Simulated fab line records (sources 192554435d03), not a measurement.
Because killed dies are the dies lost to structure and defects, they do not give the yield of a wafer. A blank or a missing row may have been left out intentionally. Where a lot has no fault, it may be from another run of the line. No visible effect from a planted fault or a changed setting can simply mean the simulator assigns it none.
Matching of chambers + flow n5-finfet + pecvd-02 running N5_BEOL_M9_PECVD_70: 3 sister chambers
The step deposits SiO2 from TEOS/O2, target thk 20 nm, time 22.7 s. 3 wafers are shown with their chamber, then 10 later ones without.

WAFERS PAIRED WITH THEIR CHAMBERS
| wafer  | chamber | showerhead-plenum-p-Torr (Torr) |
|--------|---------|---------------------------------|
| L083.6 | 0       | 8.77                            |
| L084.3 | 1       | 8.89                            |
| L084.4 | 2       | 8.66                            |

WAFERS WITHOUT THEIR CHAMBER
| wafer  | showerhead-plenum-p-Torr (Torr) |
|--------|---------------------------------|
| L084.5 | 8.91                            |
| L087.1 | 8.93                            |
| L087.3 | 8.65                            |
| L087.6 | 8.77                            |
| L088.2 | 8.74                            |
| L088.4 | 8.69                            |
| L088.5 | 8.92                            |
| L094.1 | 8.67                            |
| L094.5 | 8.68                            |
| L094.6 | 8.75                            |

EACH ONE'S CHAMBER
| wafer  | from the rows above | in truth |
|--------|---------------------|----------|
| L084.5 | 1                   | 1        |
| L087.1 | 1                   | 1        |
| L087.3 | 2                   | 2        |
| L087.6 | 0                   | 0        |
| L088.2 | 0                   | 0        |
| L088.4 | 2                   | 2        |
| L088.5 | 1                   | 1        |
| L094.1 | 2                   | 2        |
| L094.5 | 2                   | 2        |
| L094.6 | 0                   | 0        |
Correctly placed: 10 of 10. Left unplaced by these rows: 0. Number placed wrongly: 0.
How it was worked out, from the rows above alone: a wafer's distance from a chamber is the root of the sum, over the readings, of the square of ((its reading less the chamber's mean) divided by the reading's scatter). The wafer belongs to the nearest chamber; if the next one is less than 2 further off, it can't be placed. A chamber's mean is the mean of its shown wafers. The scatter: with one shown wafer a chamber, the root of the mean of the squares of how far each hidden wafer lies from its nearest shown one.
